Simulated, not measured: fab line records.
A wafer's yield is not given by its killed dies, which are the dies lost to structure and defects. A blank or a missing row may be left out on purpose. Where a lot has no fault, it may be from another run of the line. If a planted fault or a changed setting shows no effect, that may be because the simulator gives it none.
fab line records	flow nand-harc
record lots=14	wafers=42	last-day=33
route steps=1302 shown A_CONTACT@1018
lots untouched by any fault: they come from a run of this same line in which no faults occurred
start-h: the number of hours between the record's first day and the start of the first shown wafer of the lot	wait-h: hours since the lot's step before	" unchanged from the row above	L1.1+2: one row covering several wafers at once	- no value, or no start given	* or withheld: withheld	< > ~ a bound
route shown NAME@n: a module of which the file shows steps, and the number in the route of the first	usual: mean/standard deviation of fault-free wafers	same: alike in all rows	chamber/n: place in a boat	sites: the reading at each site	_std_site: the values' standard deviation	_edge_site: inner sites' mean taken away from outer sites' mean	radius-mm: for every site, how far away it sits from the centre of the wafer	mask NAME#n: copy n	behind: the most recent tool/chamber to have shaped the wafer	hold: what put the lot on hold/how long, in hours/how the hold closed	device: the transistor (n, p or np) that didn't switch	end of line: the same wafers' tests at the end of the route	a step given without rows: its recipe and nothing more	killed: not the wafer's yield, but the dies lost to structure and defects at the first sort	map: dies across one wafer; x = killed, . = not, _ = none there
set.NAME: the run value of the setting; set.NAME@STEP: its run value at that earlier step	model.NAME: the simulator's own value behind a step, which no gauge read
a sample of lots followed through the steps of the route, with each step as a table and each wafer as a row
services: when a tool's chamber went out of use (start-h, in hours from the record's first day, below 0 if earlier), for how many hours, and the reason
## steps
# step NHARC_A_CONTACT_ETCH_90
# recipe target-depth-a=400	over-etch-frac=0.5	time-s=85.7	ion-energy-ev=120	ch3f-flow-sccm=50	o2-flow-sccm=30	ar-flow-sccm=200	rf-w=500	bias-w=100	chemistry=CH3F/O2
# usual chamber-pressure-mTorr=25.004/0.023	drypump-motor-current-A=5.8/0.56	oes-product-au=0.96/0.037	rf-vpp-V=244.3/2.1	showerhead-plenum-p-Torr=2.46/0.14	throttle-valve-pct=20.665/0.0084
lot.wafer	tool	chamber	start-h	wait-h	chamber-pressure-mTorr	drypump-motor-current-A	oes-product-au	rf-hours-counter-h	rf-vpp-V	showerhead-plenum-p-Torr	throttle-valve-pct
L193.4	rie-diel-08	2	507.22	0.8	24.988	5.2	0.93	37	243.3	2.33	20.670
L193.2	"	3	"	"	24.972	5.2	0.93	42	244.3	2.45	20.664
L193.1	"	0	"	"	24.989	5.4	0.91	41	243.5	2.32	20.651
L195.1	rie-diel-03	2	517.75	0.9	24.964	6.0	0.92	7	242.5	2.28	20.660
L195.5	"	1	"	"	25.005	6.7	0.92	-	243.1	2.32	20.680
L195.6	"	2	"	"	25.020	6.0	0.93	-	242.7	2.28	20.663
L194.4	rie-diel-03	2	525.22	0.7	25.000	6.1	0.93	9	240.7	2.27	20.669
L194.1	"	0	"	"	25.003	5.1	0.93	10	247.9	2.66	20.673
L194.5	"	1	"	"	24.972	6.7	0.93	-	242.0	2.32	20.667
L197.2	rie-diel-03	3	546.21	0.8	25.013	6.2	0.94	11	243.6	2.44	20.651
L197.1	"	0	"	"	25.016	5.1	0.93	14	248.0	2.66	20.667
L197.6	"	2	"	"	25.001	6.0	0.93	-	241.9	2.27	20.650
L199.3	rie-diel-08	2	554.05	0.6	25.008	5.2	0.99	0	241.8	2.33	20.681
L199.4	"	1	"	"	24.998	6.0	1.00	0	246.4	2.64	20.673
L199.5	"	2	"	"	24.989	5.2	1.00	-	243.3	2.33	20.684
L201.1	rie-diel-03	2	583.32	0.9	25.018	6.1	0.99	19	241.0	2.27	20.659
L201.6	"	0	"	"	25.015	5.1	1.00	-	246.4	2.65	20.669
L201.5	"	1	"	"	25.010	6.7	1.01	-	243.8	2.31	20.672
L200.3	rie-diel-03	0	585.68	0.6	25.020	5.1	0.92	21	247.3	2.65	20.669
L200.2	"	1	"	"	24.968	6.7	0.93	20	243.6	2.31	20.665
L200.1	"	2	"	"	25.001	6.1	0.92	19	243.4	2.27	20.667
L204.2	rie-diel-03	1	627.03	0.9	24.966	6.7	0.93	27	242.8	2.31	20.659
L204.4	"	2	"	"	25.001	6.1	0.99	24	241.4	2.27	20.668
L204.1	"	3	"	"	25.052	6.2	0.93	25	244.1	2.44	20.660
L208.4	rie-diel-03	2	649.15	0.7	25.016	6.0	1.00	0	246.7	2.66	20.660
L208.2	"	3	"	"	24.978	6.2	0.99	0	243.7	2.44	20.665
L208.6	"	2	"	"	25.015	6.0	1.01	-	248.3	2.66	20.652
L209.2	rie-diel-03	3	670.37	0.9	24.992	6.2	0.93	4	242.8	2.44	20.658
L209.4	"	0	"	"	25.000	5.1	0.93	4	245.4	2.65	20.655
L209.1	"	1	"	"	25.029	6.7	0.91	5	242.7	2.31	20.660
L211.3	rie-diel-04	0	682.63	0.7	25.017	5.7	0.92	49	242.9	2.35	20.682
L211.2	"	1	"	"	25.030	4.8	0.92	49	246.2	2.59	20.670
L211.5	"	3	"	"	25.026	5.8	0.92	-	244.5	2.62	20.666
L210.4	rie-diel-03	0	687.03	0.7	24.999	5.1	0.93	7	247.4	2.65	20.655
L210.3	"	1	"	"	25.027	6.7	0.94	8	242.9	2.31	20.676
L210.5	"	1	"	"	25.049	6.7	0.93	-	241.2	2.31	20.665
L212.2	rie-diel-03	0	699.99	0.8	25.025	5.1	1.00	8	247.3	2.65	20.659
L212.4	"	1	"	"	24.992	6.7	0.99	9	242.4	2.31	20.660
L212.3	"	3	"	"	25.029	6.2	1.00	7	244.9	2.43	20.672
L214.1	rie-diel-04	1	720.95	0.9	25.037	4.9	0.99	0	245.1	2.59	20.655
L214.2	"	0	"	"	25.004	5.7	0.99	0	243.3	2.35	20.666
L214.5	"	2	"	"	25.031	5.5	1.00	-	244.4	2.39	20.654
# step NHARC_A_CONTACT_EXPOSE_66
# recipe na=1.35	sigma-outer=0.8	dose-mj=59.02	mask-id=A_CC_2
# usual exposure-dose-mJ-cm2=59.3/0.51	focus-offset-nm=0.0/0.52	stage-vel-mm-s=500.00/0.28
lot.wafer	tool	chamber	start-h	wait-h	mask	exposure-dose-mJ-cm2	focus-offset-nm	stage-vel-mm-s
L193.1	arfi-scanner-03	0	513.40	-	A_CC_2#0	59.0	0.7	500.13
L193.2	"	0	"	"	A_CC_2#0	59.1	-0.8	500.19
L193.4	"	0	"	"	A_CC_2#0	58.9	-0.6	499.96
L195.1	arfi-scanner-03	0	522.58	-	A_CC_2#0	58.9	0.0	500.10
L195.5	"	0	"	"	A_CC_2#0	59.0	-0.3	499.72
L195.6	"	0	"	"	A_CC_2#0	58.9	0.6	499.93
L194.1	arfi-scanner-03	0	530.03	-	A_CC_2#0	59.1	-0.8	500.15
L194.4	"	0	"	"	A_CC_2#0	59.1	-0.1	500.22
L194.5	"	0	"	"	A_CC_2#0	59.0	-0.1	500.04
L197.1	arfi-scanner-01	0	555.46	-	A_CC_2#0	58.9	-0.4	499.64
L197.2	"	0	"	"	A_CC_2#0	58.9	-0.1	499.90
L197.6	"	0	"	"	A_CC_2#0	58.9	0.2	499.76
L199.3	arfi-scanner-01	0	558.95	-	A_CC_2#0	58.8	0.5	500.18
L199.4	"	0	"	"	A_CC_2#0	59.0	1.2	500.26
L199.5	"	0	"	"	A_CC_2#0	58.9	0.5	499.87
L201.1	arfi-scanner-02	-	590.51	-	A_CC_2#0	-	-	-
L201.5	"	-	"	"	A_CC_2#0	-	-	-
L201.6	"	-	"	"	A_CC_2#0	-	-	-
L200.1	arfi-scanner-03	-	590.92	-	A_CC_2#0	-	-	-
L200.2	"	-	"	"	A_CC_2#0	-	-	-
L200.3	"	-	"	"	A_CC_2#0	-	-	-
L204.1	arfi-scanner-03	0	632.03	-	A_CC_2#0	59.0	-0.4	499.93
L204.2	"	0	"	"	A_CC_2#0	58.9	-0.2	500.36
L204.4	"	0	"	"	A_CC_2#0	58.9	0.3	500.24
L208.2	arfi-scanner-03	0	656.22	-	A_CC_2#0	59.0	-0.5	499.92
L208.4	"	0	"	"	A_CC_2#0	59.0	0.2	500.14
L208.6	"	0	"	"	A_CC_2#0	59.0	-0.3	500.19
L209.1	arfi-scanner-02	0	675.38	-	A_CC_2#0	60.0	0.0	499.53
L209.2	"	0	"	"	A_CC_2#0	60.2	-0.2	499.92
L209.4	"	0	"	"	A_CC_2#0	60.1	-0.2	499.58
L211.2	arfi-scanner-02	0	689.00	-	A_CC_2#0	60.0	-0.9	500.08
L211.3	"	0	"	"	A_CC_2#0	60.1	0.0	500.02
L211.5	"	0	"	"	A_CC_2#0	60.0	-0.4	499.76
L210.3	arfi-scanner-02	0	693.00	-	A_CC_2#0	60.1	0.8	499.63
L210.4	"	0	"	"	A_CC_2#0	60.0	0.5	499.74
L210.5	"	0	"	"	A_CC_2#0	60.0	0.1	499.83
L212.2	arfi-scanner-02	0	705.62	-	A_CC_2#0	60.1	-0.6	499.64
L212.3	"	0	"	"	A_CC_2#0	60.1	0.2	499.89
L212.4	"	0	"	"	A_CC_2#0	60.0	0.4	499.81
L214.1	arfi-scanner-02	0	727.56	-	A_CC_2#0	60.0	0.6	500.02
L214.2	"	0	"	"	A_CC_2#0	60.1	0.1	499.58
L214.5	"	0	"	"	A_CC_2#0	60.0	-0.1	499.89
# step NHARC_A_CONTACT_CD_MEAS_69
# recipe target-cd-nm=300	landing-energy-ev=500
# usual cd-nm=300.0/0.39
lot.wafer	tool	chamber	start-h	wait-h	cd-nm
L193.1	cd-sem-02	0	513.54	-	300.3
L193.2	"	0	"	"	300.5
L193.4	"	0	"	"	300.5
L195.1	cd-sem-02	0	522.72	-	299.9
L195.5	"	0	"	"	300.1
L195.6	"	0	"	"	300.1
L194.1	cd-sem-01	0	530.18	-	300.4
L194.4	"	0	"	"	300.2
L194.5	"	0	"	"	300.6
L197.1	cd-sem-03	0	555.60	-	299.7
L197.2	"	0	"	"	300.5
L197.6	"	0	"	"	300.1
L199.3	cd-sem-01	0	559.08	-	299.9
L199.4	"	0	"	"	299.3
L199.5	"	0	"	"	299.5
L201.1	cd-sem-01	0	590.65	-	-
L201.5	"	0	"	"	-
L201.6	"	0	"	"	-
L200.1	cd-sem-03	0	591.06	-	-
L200.2	"	0	"	"	-
L200.3	"	0	"	"	-
L204.1	cd-sem-03	0	632.17	-	300.5
L204.2	"	0	"	"	300.2
L204.4	"	0	"	"	299.7
L208.2	cd-sem-01	0	656.37	-	299.9
L208.4	"	0	"	"	298.9
L208.6	"	0	"	"	299.9
L209.1	cd-sem-02	0	675.52	-	299.7
L209.2	"	0	"	"	299.6
L209.4	"	0	"	"	299.7
L211.2	cd-sem-03	0	689.14	-	300.1
L211.3	"	0	"	"	300.8
L211.5	"	0	"	"	300.6
L210.3	cd-sem-01	0	693.14	-	299.5
L210.4	"	0	"	"	299.5
L210.5	"	0	"	"	300.1
L212.2	cd-sem-01	0	705.75	-	299.5
L212.3	"	0	"	"	299.9
L212.4	"	0	"	"	300.4
L214.1	cd-sem-01	0	727.70	-	299.6
L214.2	"	0	"	"	299.4
L214.5	"	0	"	"	299.4
# step NHARC_A_CONTACT_ETCH_77
# recipe target-depth-a=1089	time-s=54.5	cf4-flow-sccm=100	chf3-flow-sccm=30	ar-flow-sccm=0	rf-w=500	bias-w=200	chemistry=CF4/CHF3
# usual chamber-pressure-mTorr=25.002/0.024	drypump-motor-current-A=5.8/0.57	oes-product-au=0.935/0.017	rf-vpp-V=371/3.2	showerhead-plenum-p-Torr=1.58/0.092	throttle-valve-pct=16.804/0.0096
lot.wafer	tool	chamber	start-h	wait-h	chamber-pressure-mTorr	drypump-motor-current-A	oes-product-au	rf-hours-counter-h	rf-vpp-V	showerhead-plenum-p-Torr	throttle-valve-pct
L193.2	rie-diel-04	1	-	-	25.035	4.8	0.921	46	372	1.67	16.814
L193.4	"	2	"	"	24.986	5.5	0.926	46	369	1.54	16.794
L193.1	"	3	"	"	25.004	5.9	0.918	47	374	1.69	16.809
L195.1	rie-diel-03	2	-	-	25.033	6.0	0.922	8	366	1.46	16.811
L195.6	"	0	"	"	25.026	5.1	0.918	-	374	1.70	16.804
L195.5	"	1	"	"	24.991	6.7	0.921	-	367	1.49	16.823
L194.4	rie-diel-03	3	-	-	25.001	6.2	0.946	8	371	1.56	16.822
L194.1	"	0	"	"	24.969	5.1	0.960	11	374	1.70	16.790
L194.5	"	3	"	"	25.043	6.2	0.960	-	369	1.56	16.802
L197.2	rie-diel-08	1	-	-	24.973	6.0	0.961	0	373	1.69	16.790
L197.1	"	3	"	"	25.001	5.3	0.970	0	371	1.56	16.807
L197.6	"	1	"	"	24.975	6.0	0.968	-	374	1.69	16.783
L199.3	rie-diel-03	2	-	-	25.004	6.0	0.930	15	367	1.46	16.796
L199.4	"	1	"	"	25.020	6.7	0.932	15	370	1.48	16.802
L199.5	"	2	"	"	25.058	6.0	0.921	-	367	1.46	16.806
L201.1	rie-diel-03	0	-	-	25.023	5.1	0.927	22	373	1.69	16.802
L201.6	"	3	"	"	25.018	6.2	0.936	-	370	1.56	16.797
L201.5	"	0	"	"	25.008	5.1	0.932	-	374	1.69	16.782
L200.3	rie-diel-04	1	-	-	24.976	4.8	0.926	20	374	1.66	16.786
L200.2	"	2	"	"	25.004	5.5	0.935	16	370	1.54	16.795
L200.1	"	3	"	"	24.998	5.9	0.931	18	376	1.68	16.807
L204.4	rie-diel-03	1	-	-	24.990	6.7	0.919	28	366	1.48	16.795
L204.1	"	2	"	"	25.009	6.0	0.925	24	366	1.45	16.804
L204.2	"	3	"	"	24.996	6.2	0.925	25	371	1.56	16.793
L208.4	rie-diel-03	2	-	-	24.969	6.0	0.918	1	373	1.70	16.804
L208.2	"	0	"	"	25.026	5.1	0.927	2	375	1.69	16.794
L208.6	"	2	"	"	25.025	6.0	0.923	-	375	1.70	16.788
L209.2	rie-diel-03	3	-	-	24.987	6.2	0.949	4	369	1.56	16.796
L209.4	"	0	"	"	25.026	5.1	0.960	4	374	1.69	16.800
L209.1	"	1	"	"	25.025	6.7	0.926	5	366	1.48	16.812
L211.2	rie-diel-08	3	-	-	24.989	5.2	0.929	45	369	1.55	16.794
L211.3	"	0	"	"	24.971	5.4	0.923	43	367	1.48	16.802
L211.5	"	3	"	"	24.972	5.2	0.905	-	371	1.55	16.814
L210.4	rie-diel-04	0	-	-	24.974	5.7	0.926	51	368	1.51	16.801
L210.3	"	2	"	"	24.999	5.6	0.920	47	368	1.53	16.805
L210.5	"	1	"	"	25.014	4.8	0.917	-	373	1.66	16.809
L212.3	rie-diel-03	1	-	-	25.022	6.6	0.963	10	367	1.48	16.812
L212.2	"	2	"	"	25.034	6.0	0.976	9	375	1.70	16.805
L212.4	"	0	"	"	25.014	5.1	0.963	9	376	1.69	16.802
L214.1	rie-diel-03	3	-	-	25.022	6.2	0.929	11	371	1.56	16.806
L214.2	"	0	"	"	25.024	5.1	0.934	12	373	1.69	16.819
L214.5	"	2	"	"	25.009	6.0	0.932	-	375	1.70	16.804
## services
tool	chamber	start-h	hours	kind
arfi-scanner-02	-	484.00	4.0	pm
arfi-scanner-03	-	499.45	2.0	repair
arfi-scanner-02	-	512.90	1.2	repair
rie-diel-04	-	534.07	9.0	pm
arfi-scanner-03	-	540.00	4.0	pm
arfi-scanner-01	-	541.65	1.2	repair
rie-diel-08	-	544.83	9.0	pm
arfi-scanner-03	-	545.37	2.5	repair
arfi-scanner-02	-	555.84	3.2	repair
arfi-scanner-01	-	585.05	1.4	repair
arfi-scanner-02	-	592.41	7.0	repair
arfi-scanner-03	-	593.18	3.6	repair
rie-diel-03	2	608.39	14.6	repair
arfi-scanner-02	-	612.25	0.6	repair
rie-diel-04	-	631.84	2.2	repair
rie-diel-03	-	635.52	9.0	pm
arfi-scanner-02	-	644.13	1.1	repair
arfi-scanner-02	-	656.00	4.0	pm
arfi-scanner-03	-	688.55	0.9	repair
rie-diel-08	3	694.65	5.5	repair
rie-diel-04	-	704.29	1.0	repair
rie-diel-04	-	711.07	9.0	pm
arfi-scanner-03	-	712.00	4.0	pm
rie-diel-08	-	721.83	9.0	pm
## key
first-sign step=NHARC_A_CONTACT_EXPOSE_66	reading=tool-record	direction=missing
effect none on later readings
met-at NHARC_A_CONTACT_EXPOSE_66
struck-lots L200,L201
later-rows-left-out L200.1,L200.2,L200.3,L201.1,L201.5,L201.6
sort-left-out L200.1,L200.2,L200.3,L201.1,L201.5,L201.6
tester-left-out L200,L201
not-acting-at NHARC_A_CONTACT_ETCH_90,NHARC_A_CONTACT_CD_MEAS_69,NHARC_A_CONTACT_ETCH_77
onset-between 530.03 590.51
fault kind=skipped-step-whole	tool=arfi-scanner-02,arfi-scanner-03	chamber=-	onset-h=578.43	steps=NHARC_A_CONTACT_EXPOSE_66	scope=struck-lots-only
# tester-left-out: of these lots the tester's yield and bins aren't shown, on N5 and GAA mostly nor the transistor test; their killed dies are dies lost to structure and defects alone, not to doping, threshold or leakage, so they don't give the yield
# sort-left-out: the simulated sort isn't trusted on such a fault, so these wafers' sort isn't shown, and their yield isn't known
# later-rows-left-out: the simulator's readings of these wafers behind a module that went badly wrong aren't trusted and aren't shown, but for the sort
